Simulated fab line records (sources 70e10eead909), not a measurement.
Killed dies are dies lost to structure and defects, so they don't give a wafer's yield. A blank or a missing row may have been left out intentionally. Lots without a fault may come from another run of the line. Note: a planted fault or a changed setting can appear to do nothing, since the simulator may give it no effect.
A struck lot beside a sound one ; flow nand-harc ; 15 out of 1302 route steps
Sound: these wafers, L719.1, L719.2, L719.3. Wafers struck: L729.1, L729.3, L729.4. At the end, the cause is stated.
Per side, at each step with rows, come the tool, then ch with its chambers, and then its first start. Under that, the readings that differ: sound wafers ; struck wafers ; difference of the means ; sigmas: that difference in standard deviations of wafers without a fault.
alike: readings with means less than 2 such deviations apart, plus words and numbers identical on both sides. not compared: withheld readings, readings lacking a value on some wafer, bounds such as >300 that could conceal the same value, and numbers that have no deviation in the record and whose values overlap.
The two part at a step that has a row with sigmas, a row that says differs or no value, or rows on one side only. When numbers do not overlap yet have no deviation, they are printed without sigmas and do not part them. A reading that every wafer of one side lacks parts them only if that side has two wafers or more.

first, 1 step without rows for these wafers: NHARC_A_CHANNEL_HOLE_D2_ETCH_44 (etches the open film in CF4/O2, target depth 140 nm, overetch 14 nm, time 77 s).
NHARC_A_CHANNEL_HOLE_D2_STRIP_28: strips in O2.
  sound on rie-diel-04 ch 1,2,3; struck on rie-diel-04 ch 0,1,3
reading;sound;struck;difference;sigmas
rf-hours-counter-h (h);5.3 5.1 4.5;2.1 2.6 1.9;-2.8;
  alike: drypump-motor-current-A, o2-flow-sccm, oes-product-au, rf-vpp-V, showerhead-plenum-p-Torr, throttle-valve-pct
then, 2 steps without rows for these wafers: NHARC_A_CHANNEL_HOLE_D2_PRECLEAN_29 (cleans in SC1); NHARC_A_CHANNEL_HOLE_D2_SRD_30.
NHARC_A_CHANNEL_HOLE_D2_CD_MEAS_31:
  sound on cd-sem-02 at day 13 11:22; struck on cd-sem-03 at day 17 19:01
  alike: cd-nm
NHARC_A_CHANNEL_HOLE_D2_XSEM_32:
  sound on xsem-02 ch 0, day 13 11:27; struck on xsem-01 ch 0, day 17 19:06
  alike: bot-cd-nm, bow-nm, tilt-deg
NHARC_A_CHANNEL_HOLE_D2_INSPECT_40:
  sound on defect-inspect-02 at day 13 11:33; struck on defect-inspect-01 at day 17 19:12
  alike: raw-defect-count
then, 2 steps without rows for these wafers: NHARC_A_CHANNEL_FILL_D2_PRECLEAN_00 (cleans in SC1); NHARC_A_CHANNEL_FILL_D2_SRD_01.
NHARC_A_CHANNEL_FILL_D2_ALD_02: deposits SiO2, target thk 6 nm, pulse time 10 s, ald cycles 60.
  sound on ald-hk-02 ch 1,2,3, day 13 11:47; struck on ald-hk-02 ch 1,2,3, day 17 19:23
  alike: heater-power-w, precursor-pulse-height-rel, susceptor-temp-C
NHARC_A_CHANNEL_FILL_D2_ALD_03: deposits SiNx, target thk 6 nm, pulse time 60 s, ald cycles 58.
  sound on ald-sin-batch-02 ch 0; struck on ald-sin-batch-02 ch 0
reading;sound;struck;difference;sigmas
susceptor-temp-C (C);630.08 629.70 630.05;- - -;no value on the struck wafers;
  alike: precursor-pulse-height-rel
NHARC_A_CHANNEL_FILL_D2_ALD_14: deposits SiO2, target thk 2.5 nm, pulse time 10 s, ald cycles 25.
  sound on ald-hk-02 ch 1,2,3, day 13 19:50; struck on ald-hk-01 ch 0,1,2, day 18 02:49
  alike: heater-power-w, precursor-pulse-height-rel, susceptor-temp-C
NHARC_A_CHANNEL_FILL_D2_ALD_15: deposits SiNx, target thk 2 nm, pulse time 60 s, ald cycles 19.
  sound on ald-sin-batch-01 ch 0, day 13 22:58; struck on ald-sin-batch-01 ch 0, day 18 05:56
reading;sound;struck;difference;sigmas
susceptor-temp-C (C);630.11 629.59 629.68;607.56 607.68 607.75;-22.13;-79
  alike: precursor-pulse-height-rel
then, 2 steps without rows for these wafers: NHARC_A_CHANNEL_FILL_D2_ALD_16 (deposits SiO2, target thk 1.5 nm, pulse time 10 s, ald cycles 15); NHARC_END_SORT_01.

WHERE THEY PART
At NHARC_A_CHANNEL_FILL_D2_ALD_03 first; at NHARC_A_CHANNEL_FILL_D2_ALD_15 last (within this record only).

WHY: the cause the simulator had injected
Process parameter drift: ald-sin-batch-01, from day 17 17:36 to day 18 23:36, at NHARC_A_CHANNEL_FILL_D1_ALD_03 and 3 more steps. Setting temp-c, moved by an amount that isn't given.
